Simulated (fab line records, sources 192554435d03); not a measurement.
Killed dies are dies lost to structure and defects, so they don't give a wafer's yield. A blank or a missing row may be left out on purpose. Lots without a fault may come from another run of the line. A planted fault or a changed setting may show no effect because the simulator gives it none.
fab line records | flow n5_finfet
record lots=7 wafers=21
route steps=1938 shown BEOL_M4@1053 BEOL_M5@1120 BEOL_M7@1263 BEOL_M8@1332 BEOL_M9@1464 BEOL_M10@1500 BEOL_M11@1539
start_h: hours from the record's first day to the start of the lot's first wafer shown | wait_h: hours since the lot's step before | " the same as in the row above | L1.1+2: a row that stands for several wafers | - no value, or no start given | * or withheld: withheld | < > ~ a bound
route shown NAME@n: a module of which the file shows steps, and the number in the route of the first | usual: mean/standard deviation of fault-free wafers | same: alike in all rows | chamber/n: place in a boat | sites: the reading at each site | _std_site: their standard deviation | _edge_site: outer sites' mean less inner sites' | radius_mm: how far each site lies from the wafer's centre | mask NAME#n: copy n | behind: the tool/chamber that last shaped the wafer | hold: why the lot was held/for how many hours/how that ended | device: the transistor (n, p or np) that didn't switch | end of line: the same wafers' tests at the end of the route | a step without rows: its recipe alone | killed: dies lost to structure and defects at the first sort, not the wafer's yield | map: a wafer's dies, x killed, . not, _ none there
set.NAME: the setting as run; set.NAME@STEP: as run at that earlier step | model.NAME: the simulator's own value behind a step, which no gauge read
lots whose settings were changed on purpose; a table a step, a row a wafer
## steps
# step N5_BEOL_M4_EXPOSE_25
# recipe mask_id=V3 na=0.33 source_shape=quasar sigma_inner=0.2 sigma_outer=0.8 polarization=unpolarized defocus_nm=5 dose_mj=63
# columns lot.wafer tool chamber start_h wait_h mask set.dose_mj
L078.2+4+6 euv_scanner-02 0 194.64 - V3#0 63
L081.2+4 euv_scanner-02 0 215.73 - V3#0 61.14
L081.3 " 0 " " V3#0 63
L083.2+4+5 euv_scanner-02 0 230.19 - V3#0 63
L085.1 euv_scanner-02 0 244.79 - V3#0 63
L085.2+3 " 0 " " V3#0 67.71
L089.1+3 euv_scanner-01 0 261.51 - V3#0 63
L089.5 " 0 " " V3#0 66.51
L092.1+6 euv_scanner-01 0 289.35 - V3#0 63
L092.3 " 0 " " V3#0 66.58
L095.3+6 euv_scanner-01 0 315.33 - V3#0 63
L095.5 " 0 " " V3#0 61.34
# step N5_BEOL_M4_PEB_26
# recipe peb_temp_c=100 peb_time_s=60 resist=CAR-EUV
# step N5_BEOL_M4_DEVELOP_27
# recipe develop_time_s=30 developer=TMAH resist=CAR-EUV rinse_liquid=surfactant_rinse dry=air_spin dev_temp_c=23
# columns lot.wafer tool chamber start_h wait_h set.spin_rpm@BEOL_M4_COAT_22 model.CAR-EUV_of_BEOL_M4_COAT_22.thk_nm
L078.2+4+6 litho_track-01 0 - - 1500 29.4
L081.2 litho_track-04 0 - - 1500 29.6
L081.3 " 0 " " 1383 31
L081.4 " 0 " " 1383 30.8
L083.2+4+5 litho_track-02 0 - - 1500 29.6
L085.1 litho_track-04 0 - - 1384 30.8
L085.2 " 0 " " 1500 29.8
L085.3 " 0 " " 1500 29.6
L089.1+5 litho_track-04 0 - - 1500 29.6
L089.3 " 0 " " 1500 29.4
L092.1+3+6 litho_track-02 0 - - 1500 29.6
L095.3+5+6 litho_track-01 0 - - 1500 29.6
# step N5_BEOL_M4_CD_MEAS_28
# recipe target_cd_nm=26.2 landing_energy_ev=500 detector=se_inlens target_cd_y_nm=24.1 polarity=opening
# usual cd_nm=26.23/0.23
# columns lot.wafer tool chamber start_h wait_h set.dose_mj@BEOL_M4_EXPOSE_25 cd_nm
L078.2 cd_sem-03 0 194.78 - 63 26.48
L078.4 " 0 " " 63 26.04
L078.6 " 0 " " 63 26.45
L081.2 cd_sem-03 0 215.87 - 61.14 25.36
L081.3 " 0 " " 63 25.81
L081.4 " 0 " " 61.14 25.24
L083.2 cd_sem-02 0 230.33 - 63 26.48
L083.4 " 0 " " 63 26.06
L083.5 " 0 " " 63 26.16
L085.1 cd_sem-02 0 244.93 - 63 26.08
L085.2 " 0 " " 67.71 27.58
L085.3 " 0 " " 67.71 27.30
L089.1 cd_sem-03 0 261.66 - 63 26.32
L089.3 " 0 " " 63 26.61
L089.5 " 0 " " 66.51 27.50
L092.1 cd_sem-02 0 289.50 - 63 26.49
L092.3 " 0 " " 66.58 27.14
L092.6 " 0 " " 63 26.34
L095.3 cd_sem-01 0 315.46 - 63 26.60
L095.5 " 0 " " 61.34 25.78
L095.6 " 0 " " 63 26.50
# step N5_BEOL_M4_DESCUM_33
# recipe chemistry=O2 time_s=7 source_power_w=50 bias_power_w=20 pressure_mtorr=20 rf_frequency_hz=2.712e+07 temp_c=40 resist=CAR-EUV o2_flow_sccm=225
# step N5_BEOL_M4_ETCH_77
# recipe chemistry=N2/H2 target=underlayer target_depth_a=65 mask_material=CAR-EUV time_s=5.2 ion_energy_ev=200 pressure_mtorr=30 source_w=840 bias_w=150 n2_flow_sccm=200 h2_flow_sccm=200 ends=cleared
# columns lot.wafer tool chamber start_h wait_h set.spin_rpm@BEOL_M4_COAT_22 model.CAR-EUV_of_BEOL_M4_COAT_22.thk_nm
L078.2+6 rie_diel-04 0 194.94 0.0 1500 20.4
L078.4 " 1 " " 1500 20.2
L081.2 rie_diel-05 0 216.02 0.0 1500 20.4
L081.3+4 " 3,1 " " 1383 21.6
L083.2+5 rie_diel-04 1,0 230.69 0.0 1500 20.4
L083.4 " 3 " " 1500 20.2
L085.1 rie_diel-04 3 245.09 0.0 1384 21.6
L085.2+3 " 0,1 " " 1500 20.6
L089.1+3+5 rie_diel-04 1,0,3 261.97 0.0 1500 20.4
L092.1 rie_diel-04 2 289.65 0.0 1500 20.2
L092.3+6 " 1 " " 1500 20.4
L095.3+5+6 rie_diel-05 2,3,2 315.77 0.0 1500 20.4
# step N5_BEOL_M5_COAT_05
# recipe resist=CAR-EUV spin_rpm=1500 resist_thk_nm=30
# columns lot.wafer tool chamber start_h wait_h set.spin_rpm model.CAR-EUV_of_BEOL_M5_COAT_05.thk_nm
L078.2+4+6 litho_track-03 0 - - 1500 30
L081.2 litho_track-05 0 - - 1555 29.6
L081.3 " 0 " " 1555 29.4
L081.4 " 0 " " 1500 30
L083.2+5 litho_track-01 0 - - 1450 30.6
L083.4 " 0 " " 1500 30.2
L085.1 litho_track-01 0 - - 1500 30
L085.2 " 0 " " 1500 30.2
L085.3 " 0 " " 1399 31.2
L089.1 litho_track-03 0 - - 1500 29.8
L089.3+5 " 0 " " 1403 30.8
L092.1 litho_track-05 0 - - 1648 28.4
L092.3 " 0 " " 1500 30
L092.6 " 0 " " 1500 29.8
L095.3+5 litho_track-01 0 - - 1500 30
L095.6 " 0 " " 1343 31.6
# step N5_BEOL_M7_ILD_DEP_00
# recipe material=SiCOH_lowk target_thk_a=1797.5 temp_c=300 precursor=DEMS/porogen pressure_torr=5 rf_w=500 time_s=33.4
# columns lot.wafer tool chamber start_h wait_h set.time_s model.SiCOH_lowk_of_BEOL_M7_ILD_DEP_00.thk_nm
L078.2+4 pecvd-01 2,1 229.16 0.0 33.4 179.4
L078.6 " 2 " " 33.4 180.8
L081.2 pecvd-04 2 257.84 0.0 33.4 181.6
L081.3 " 0 " " 33.4 181.8
L081.4 " 2 " " 33.4 185
L083.2 pecvd-02 1 273.09 0.0 33.4 175.8
L083.4 " 2 " " 33.4 178.8
L083.5 " 1 " " 29.93 160.2
L085.1 pecvd-04 0 276.33 0.0 33.4 180.8
L085.2 " 1 " " 37.95 205.2
L085.3 " 2 " " 33.4 179.2
L089.1 pecvd-04 1 315.80 0.0 29.32 158.6
L089.3+5 " 0,1 " " 33.4 181.4
L092.1 pecvd-01 2 325.05 0.0 33.4 177.8
L092.3 " 0 " " 30.56 163.4
L092.6 " 1 " " 33.4 179
L095.3 pecvd-04 2 357.12 0.0 29.38 158.2
L095.5 " 1 " " 33.4 180.8
L095.6 " 2 " " 29.38 160
# step N5_BEOL_M7_CURE_74
# recipe temp_c=385 time_s=240 ambient=He/Ar material=SiCOH_lowk
# columns lot.wafer tool chamber start_h wait_h set.time_s@BEOL_M7_ILD_DEP_00 model.SiCOH_lowk_of_BEOL_M7_ILD_DEP_00.thk_nm
L078.2+4 uv_cure-02 1 229.40 0.2 33.4 154.8
L078.6 " 1 " " 33.4 155.8
L081.2 uv_cure-01 0 257.98 0.1 33.4 156.6
L081.3 " 0 " " 33.4 156.8
L081.4 " 0 " " 33.4 159.6
L083.2 uv_cure-02 0 273.47 0.4 33.4 151.6
L083.4 " 0 " " 33.4 154.2
L083.5 " 0 " " 29.93 138
L085.1 uv_cure-02 0 276.39 0.0 33.4 156
L085.2 " 0 " " 37.95 177.2
L085.3 " 0 " " 33.4 154.4
L089.1 uv_cure-03 2 315.87 0.0 29.32 136.6
L089.3+5 " 2 " " 33.4 156.4
L092.1 uv_cure-02 2 325.11 0.0 33.4 153.4
L092.3 " 2 " " 30.56 140.8
L092.6 " 2 " " 33.4 154.4
L095.3 uv_cure-02 0 357.41 0.3 29.38 136.2
L095.5 " 0 " " 33.4 156
L095.6 " 0 " " 29.38 137.8
# step N5_BEOL_M7_THK_MEAS_01
# recipe reads=SiCOH_lowk_of_BEOL_M7_ILD_DEP_00
# usual M7_ILD_THK=155.0/2.3
# columns lot.wafer tool chamber start_h wait_h set.time_s@BEOL_M7_ILD_DEP_00 M7_ILD_THK[nm]
L078.2 film_metro-02 - 229.84 0.4 33.4 154.8
L078.4 " - " " 33.4 154.8
L078.6 " - " " 33.4 155.8
L081.2 film_metro-02 - 258.42 0.4 33.4 156.7
L081.3 " - " " 33.4 156.8
L081.4 " - " " 33.4 159.6
L083.2 film_metro-02 - 273.91 0.4 33.4 151.7
L083.4 " - " " 33.4 154.2
L083.5 " - " " 29.93 137.9
L085.1 film_metro-02 - 276.90 0.4 33.4 156.0
L085.2 " - " " 37.95 177.1
L085.3 " - " " 33.4 154.4
L089.1 film_metro-02 - 316.86 0.8 29.32 136.7
L089.3 " - " " 33.4 156.4
L089.5 " - " " 33.4 156.3
L092.1 film_metro-02 - 325.62 0.4 33.4 153.4
L092.3 " - " " 30.56 140.7
L092.6 " - " " 33.4 154.3
L095.3 film_metro-01 - 357.76 0.3 29.38 136.3
L095.5 " - " " 33.4 155.8
L095.6 " - " " 29.38 137.7
# step N5_BEOL_M8_ILD_DEP_00
# recipe material=SiCOH_lowk target_thk_a=1797.5 temp_c=300 precursor=DEMS/porogen pressure_torr=5 rf_w=500 time_s=33.4
# columns lot.wafer tool chamber start_h wait_h set.time_s model.SiCOH_lowk_of_BEOL_M8_ILD_DEP_00.thk_nm
L078.2 pecvd-02 2 239.66 0.0 33.4 179.8
L078.4 " 2 " " 33.4 182.8
L078.6 " 1 " " 33.4 179.6
L081.2 pecvd-01 0 265.85 0.0 28.58 155.4
L081.3 " 1 " " 33.4 178.4
L081.4 " 1 " " 28.58 156.2
L083.2 pecvd-01 1 280.52 0.0 33.4 178
L083.4 " 2 " " 33.4 181
L083.5 " 1 " " 33.4 181.6
L085.1 pecvd-01 2 283.73 0.0 33.4 177.8
L085.2 " 0 " " 29.87 159
L085.3 " 1 " " 33.4 177.4
L089.1 pecvd-01 0 324.06 0.0 31.21 166.4
L089.3 " 2 " " 33.4 179.4
L089.5 " 2 " " 31.21 169.6
L092.1 pecvd-03 0 333.09 0.0 28.53 156.2
L092.3 " 1 " " 33.4 178.8
L092.6 " 0 " " 33.4 182
L095.3 pecvd-01 1 364.98 0.0 38.01 202.4
L095.5 " 0 " " 38.01 206.4
L095.6 " 1 " " 38.01 206.2
# step N5_BEOL_M8_CURE_74
# recipe temp_c=385 time_s=240 ambient=He/Ar material=SiCOH_lowk
# columns lot.wafer tool chamber start_h wait_h set.time_s@BEOL_M8_ILD_DEP_00 model.SiCOH_lowk_of_BEOL_M8_ILD_DEP_00.thk_nm
L078.2 uv_cure-01 0 240.04 0.4 33.4 155
L078.4 " 0 " " 33.4 157.6
L078.6 " 0 " " 33.4 154.8
L081.2 uv_cure-03 0 265.99 0.1 28.58 133.8
L081.3 " 0 " " 33.4 153.8
L081.4 " 0 " " 28.58 134.6
L083.2 uv_cure-03 0 280.67 0.1 33.4 153.4
L083.4 " 0 " " 33.4 156
L083.5 " 0 " " 33.4 156.6
L085.1 uv_cure-02 1 283.80 0.0 33.4 153.4
L085.2 " 1 " " 29.87 137
L085.3 " 1 " " 33.4 153
L089.1 uv_cure-03 0 324.16 0.1 31.21 143.4
L089.3 " 0 " " 33.4 154.6
L089.5 " 0 " " 31.21 146.2
L092.1 uv_cure-02 1 333.16 0.0 28.53 134.6
L092.3 " 1 " " 33.4 154.2
L092.6 " 1 " " 33.4 156.8
L095.3 uv_cure-02 2 365.20 0.2 38.01 174.8
L095.5+6 " 2 " " 38.01 178.2
# step N5_BEOL_M8_THK_MEAS_01
# recipe reads=SiCOH_lowk_of_BEOL_M8_ILD_DEP_00
# usual M8_ILD_THK=154.3/2
# columns lot.wafer tool chamber start_h wait_h set.time_s@BEOL_M8_ILD_DEP_00 M8_ILD_THK[nm]
L078.2 film_metro-01 - 240.48 0.4 33.4 155.1
L078.4 " - " " 33.4 157.7
L078.6 " - " " 33.4 154.9
L081.2 film_metro-02 - 266.42 0.4 28.58 133.8
L081.3 " - " " 33.4 153.8
L081.4 " - " " 28.58 134.5
L083.2 film_metro-02 - 281.10 0.4 33.4 153.5
L083.4 " - " " 33.4 156.0
L083.5 " - " " 33.4 156.7
L085.1 film_metro-02 - 284.79 0.8 33.4 153.4
L085.2 " - " " 29.87 137.0
L085.3 " - " " 33.4 152.9
L089.1 film_metro-01 - 325.15 0.8 31.21 143.4
L089.3 " - " " 33.4 154.7
L089.5 " - " " 31.21 146.2
L092.1 film_metro-01 - 333.68 0.4 28.53 134.5
L092.3 " - " " 33.4 154.1
L092.6 " - " " 33.4 156.9
L095.3 film_metro-02 - 365.56 0.3 38.01 174.7
L095.5 " - " " 38.01 178.2
L095.6 " - " " 38.01 178.3
# step N5_BEOL_M8_COAT_59
# recipe resist=SOC temp_c=250 time_s=60 spin_rpm=1500 resist_thk_nm=100
# columns lot.wafer tool chamber start_h wait_h set.spin_rpm model.SOC_of_BEOL_M8_COAT_59.thk_nm
L078.2 litho_track-04 0 242.94 0.1 1500 100.8
L078.4+6 " 0 " " 1500 100.4
L081.2+3+4 litho_track-05 0 266.65 0.1 1500 100
L083.2 litho_track-03 0 282.92 0.1 1500 99.6
L083.4 " 0 " " 1432 102
L083.5 " 0 " " 1500 100
L085.1+2 litho_track-04 0 285.25 0.1 1500 100.6
L085.3 " 0 " " 1500 100.4
L089.1 litho_track-05 0 325.74 0.1 1345 106
L089.3 " 0 " " 1345 105.8
L089.5 " 0 " " 1500 100
L092.1 litho_track-05 0 334.44 0.1 1608 96.8
L092.3 " 0 " " 1608 96.6
L092.6 " 0 " " 1500 99.8
L095.3 litho_track-03 0 366.29 0.1 1500 100
L095.5 " 0 " " 1403 103.4
L095.6 " 0 " " 1500 100.2
# step N5_BEOL_M8_COAT_60
# recipe resist=SiARC temp_c=220 time_s=60 spin_rpm=1500 resist_thk_nm=35
# step N5_BEOL_M8_COAT_05
# recipe resist=CAR-ArF spin_rpm=1500 resist_thk_nm=90
# step N5_BEOL_M8_DESCUM_16
# recipe chemistry=O2 time_s=7.9 source_power_w=50 bias_power_w=20 pressure_mtorr=20 rf_frequency_hz=2.712e+07 temp_c=40 resist=CAR-ArF o2_flow_sccm=225
# step N5_BEOL_M8_ETCH_61
# recipe chemistry=CF4 target=SiARC target_depth_a=455 mask_material=CAR-ArF time_s=75.8 ion_energy_ev=80 pressure_mtorr=40 source_w=545 bias_w=36 Ar_flow_sccm=100 cf4_flow_sccm=100 ends=cleared
# step N5_BEOL_M8_ETCH_62
# recipe chemistry=N2/H2 target=SOC target_depth_a=1100 overetch_a=220 mask_material=SiARC temp_c=40 time_s=165 ion_energy_ev=200 pressure_mtorr=30 source_w=840 bias_w=150 n2_flow_sccm=200 h2_flow_sccm=200
# columns lot.wafer tool chamber start_h wait_h set.spin_rpm@BEOL_M8_COAT_59 model.etch.depth_nm
L078.2 rie_diel-04 3 243.62 0.0 1500 100.7
L078.4 " 1 " " 1500 100.5
L078.6 " 0 " " 1500 100.4
L081.2 rie_diel-02 2 267.20 0.0 1500 100.1
L081.3 " 1 " " 1500 100
L081.4 " 3 " " 1500 99.94
L083.2 rie_diel-05 2 283.47 0.0 1500 99.64
L083.4 " 1 " " 1432 102.1
L083.5 " 3 " " 1500 100.1
L085.1+2 rie_diel-05 1,2 285.80 0.0 1500 100.6
L085.3 " 0 " " 1500 100.4
L089.1 rie_diel-02 2 326.29 0.0 1345 106.1
L089.3 " 3 " " 1345 105.9
L089.5 " 0 " " 1500 100.1
L092.1 rie_diel-02 0 346.11 0.1 1608 96.71
L092.3 " 0 " " 1608 96.61
L092.6 " 0 " " 1500 99.88
L095.3 rie_diel-02 1 367.06 0.0 1500 100.1
L095.5 " 2 " " 1403 103.4
L095.6 " 1 " " 1500 100.2
# step N5_BEOL_M8_ETCH_65
# recipe chemistry=CF4 target=SiARC target_depth_a=156 mask_material=CAR-EUV time_s=26 ion_energy_ev=80 pressure_mtorr=40 source_w=545 bias_w=36 Ar_flow_sccm=100 cf4_flow_sccm=100 ends=cleared
# usual rf_vpp_V=184.5/1.2
# columns lot.wafer tool chamber start_h wait_h set.source_w rf_vpp_V
L078.2 rie_diel-04 3 247.66 0.0 545 186.1
L078.4 " 2 " " 545 183.1
L078.6 " 1 " " 545 184.4
L081.2 rie_diel-05 2 269.93 0.0 606.2 178.1
L081.3 " 1 " " 545 186.4
L081.4 " 0 " " 545 183.2
L083.2 rie_diel-05 1 284.94 0.0 545 185.0
L083.4 " 3 " " 545 183.9
L083.5 " 3 " " 545 184.2
L085.1 rie_diel-02 2 286.85 0.0 545 186.1
L085.2 " 0 " " 614.4 176.7
L085.3 " 1 " " 614.4 177.0
L089.1 rie_diel-05 1 330.12 0.0 545 183.8
L089.3 " 3 " " 545 183.3
L089.5 " 3 " " 469.8 192.9
L092.1 rie_diel-02 2 352.46 0.0 615.1 177.1
L092.3 " 3 " " 545 183.3
L092.6 " 2 " " 615.1 177.9
L095.3 rie_diel-04 0 368.80 0.0 545 183.2
L095.5 " 3 " " 475.2 193.0
L095.6 " 1 " " 475.2 192.6
# step N5_BEOL_M9_CMP_52
# recipe stop_on=SiCOH_lowk t_overpolish_s=7 down_force_psi=1 platen_rpm=50 clearing_platen_down_force_psi=1.5 clearing_platen_rpm=50 post_cmp_clean=cu_alkaline target_thk_nm=140 clearing_platen_pad_velocity_m_s=0.99484 pad_velocity_m_s=0.99484
# usual barrier_field_endpoint_s=29.1/0.68
# columns lot.wafer tool chamber start_h wait_h set.down_force_psi barrier_field_endpoint_s
L078.4 cmp-03 0 258.67 0.2 1 29.9
L078.2 " 1 " " 1 28.3
L078.6 " 0 " " 1 29.0
L081.4 cmp-01 0 279.81 0.2 1.174 25.2
L081.2 " 1 " " 1.174 24.7
L081.3 " 2 " " 1.174 24.7
L083.2 cmp-02 0 302.45 0.2 1 28.4
L083.4 " 2 " " 1 29.1
L083.5 " 0 " " 1 28.8
L085.1 cmp-03 0 303.28 0.3 1.075 27.3
L085.3 " 2 " " 1 28.8
L085.2 " 3 " " 1 28.1
L089.3 cmp-02 2 341.41 0.2 1 29.5
L089.1 " 0 " " 1 29.2
L089.5 " 1 " " 1.187 25.1
L092.1 cmp-01 0 361.94 0.3 1.177 24.9
L092.3 " 1 " " 1.177 23.7
L092.6 " 0 " " 1.177 23.9
L095.3 cmp-03 1 385.17 0.2 1 28.8
L095.5 " 1 " " 1 29.0
L095.6 " 2 " " 1 29.7
# step N5_BEOL_M10_PEB_26
# recipe peb_temp_c=withheld peb_time_s=60 resist=CAR-ArF
# columns lot.wafer tool chamber start_h wait_h set.peb_time_s
L078.2+4+6 litho_track-03 0 263.47 0.1 60
L081.2 litho_track-01 0 284.99 0.1 47.88
L081.3+4 " 0 " " 60
L085.1+2+3 litho_track-01 0 309.22 0.1 47.19
L083.2 litho_track-01 0 309.39 0.1 55.02
L083.4+5 " 0 " " 60
L089.1+5 litho_track-05 0 354.91 0.1 60
L089.3 " 0 " " 68.19
L092.1+3 litho_track-01 0 365.22 0.1 60
L092.6 " 0 " " 71.36
L095.3+5+6 litho_track-05 0 389.69 0.0 60
# step N5_BEOL_M10_DEVELOP_27
# recipe develop_time_s=30 developer=TMAH resist=CAR-ArF rinse_liquid=diw dry=air_spin dev_temp_c=23
# step N5_BEOL_M10_CD_MEAS_28
# recipe target_cd_nm=70 landing_energy_ev=500 detector=se_inlens polarity=opening
# usual cd_nm=70.0/1.3
# columns lot.wafer tool chamber start_h wait_h set.peb_time_s@BEOL_M10_PEB_26 cd_nm
L078.2 cd_sem-02 0 263.54 - 60 70.5
L078.4 " 0 " " 60 69.0
L078.6 " 0 " " 60 71.6
L081.2 cd_sem-02 0 285.06 - 47.88 57.6
L081.3 " 0 " " 60 69.2
L081.4 " 0 " " 60 68.3
L085.1 cd_sem-02 0 309.29 - 47.19 57.7
L085.2 " 0 " " 47.19 56.8
L085.3 " 0 " " 47.19 57.8
L083.2 cd_sem-03 0 309.46 - 55.02 63.4
L083.4 " 0 " " 60 67.8
L083.5 " 0 " " 60 68.1
L089.1 cd_sem-03 0 354.98 - 60 71.6
L089.3 " 0 " " 68.19 76.6
L089.5 " 0 " " 60 69.6
L092.1 cd_sem-01 0 365.29 - 60 68.8
L092.3 " 0 " " 60 68.5
L092.6 " 0 " " 71.36 76.0
L095.3 cd_sem-01 0 389.76 - 60 69.8
L095.5 " 0 " " 60 69.9
L095.6 " 0 " " 60 70.0
# step N5_BEOL_M11_PECVD_70
# recipe material=SiO2 target_thk_a=200 temp_c=400 precursor=TEOS/O2 pressure_torr=5.5 rf_w=450 teos_flow_sccm=53.8 gas=O2 flow_sccm=3000 time_s=22.7
# columns lot.wafer tool chamber start_h wait_h set.temp_c model.SiO2_of_BEOL_M11_PECVD_70.thk_nm
L078.2 pecvd-02 2 267.52 0.0 400 19.8
L078.4 " 1 " " 400 20
L078.6 " 0 " " 400 19.6
L081.2 pecvd-04 1 289.54 0.0 400 20.2
L081.3 " 2 " " 389.3 21.8
L081.4 " 2 " " 389.3 22
L085.1 pecvd-01 1 315.30 0.0 400 19.6
L085.2 " 0 " " 400 20
L085.3 " 2 " " 415 17.6
L083.2 pecvd-02 1 315.54 0.0 400 19.6
L083.4 " 2 " " 394.8 20.8
L083.5 " 1 " " 394.8 20.4
L089.1 pecvd-02 0 359.68 0.0 407.1 18.8
L089.3 " 1 " " 407.1 19
L089.5 " 2 " " 407.1 19.2
L092.1 pecvd-02 0 368.73 0.0 400 19.6
L092.3 " 2 " " 407.1 19.2
L092.6 " 0 " " 400 20
L095.3 pecvd-01 0 395.33 0.0 400 19.8
L095.5 " 0 " " 400 20
L095.6 " 1 " " 382.6 21.8
## key
split step=N5_BEOL_M4_EXPOSE_25 setting=dose_mj stated=63 by=wafer
response step=N5_BEOL_M4_CD_MEAS_28 reading=cd_nm change=+0.175 per=1% r=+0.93
split step=N5_BEOL_M5_COAT_05 setting=spin_rpm stated=1500 by=wafer
response step=N5_BEOL_M5_COAT_05 reading=model.CAR-EUV_of_BEOL_M5_COAT_05.thk_nm change=-0.152 per=1% r=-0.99
split step=N5_BEOL_M7_ILD_DEP_00 setting=time_s stated=33.4 by=wafer
response step=N5_BEOL_M7_ILD_DEP_00 reading=model.SiCOH_lowk_of_BEOL_M7_ILD_DEP_00.thk_nm change=+1.8 per=1% r=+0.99
response step=N5_BEOL_M7_CURE_74 reading=model.SiCOH_lowk_of_BEOL_M7_ILD_DEP_00.thk_nm change=+1.57 per=1% r=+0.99
response step=N5_BEOL_M7_THK_MEAS_01 reading=M7_ILD_THK change=+1.57 per=1% r=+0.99
split step=N5_BEOL_M8_ILD_DEP_00 setting=time_s stated=33.4 by=wafer
response step=N5_BEOL_M8_ILD_DEP_00 reading=model.SiCOH_lowk_of_BEOL_M8_ILD_DEP_00.thk_nm change=+1.65 per=1% r=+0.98
response step=N5_BEOL_M8_CURE_74 reading=model.SiCOH_lowk_of_BEOL_M8_ILD_DEP_00.thk_nm change=+1.43 per=1% r=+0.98
response step=N5_BEOL_M8_THK_MEAS_01 reading=M8_ILD_THK change=+1.43 per=1% r=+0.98
split step=N5_BEOL_M8_COAT_59 setting=spin_rpm stated=1500 by=wafer
response step=N5_BEOL_M8_COAT_59 reading=model.SOC_of_BEOL_M8_COAT_59.thk_nm change=-0.519 per=1% r=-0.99
response step=N5_BEOL_M8_ETCH_62 reading=model.etch.depth_nm change=-0.522 per=1% r=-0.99
split step=N5_BEOL_M8_ETCH_65 setting=source_w stated=545 by=wafer
response step=N5_BEOL_M8_ETCH_65 reading=rf_vpp_V change=-0.645 per=1% r=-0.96
split step=N5_BEOL_M9_CMP_52 setting=down_force_psi stated=1 by=wafer
response step=N5_BEOL_M9_CMP_52 reading=barrier_field_endpoint_s change=-0.216 per=1% r=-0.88
split step=N5_BEOL_M10_PEB_26 setting=peb_time_s stated=60 by=wafer
response step=N5_BEOL_M10_CD_MEAS_28 reading=cd_nm change=+0.473 per=1% r=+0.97
split step=N5_BEOL_M11_PECVD_70 setting=temp_c stated=400 by=wafer
response step=N5_BEOL_M11_PECVD_70 reading=model.SiO2_of_BEOL_M11_PECVD_70.thk_nm change=-0.521 per=1% r=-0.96
split outside_this_file step=N5_BEOL_M4_COAT_22 setting=spin_rpm
# split outside_this_file: this setting was split too, and the file shows its column; the key of that split is in another file
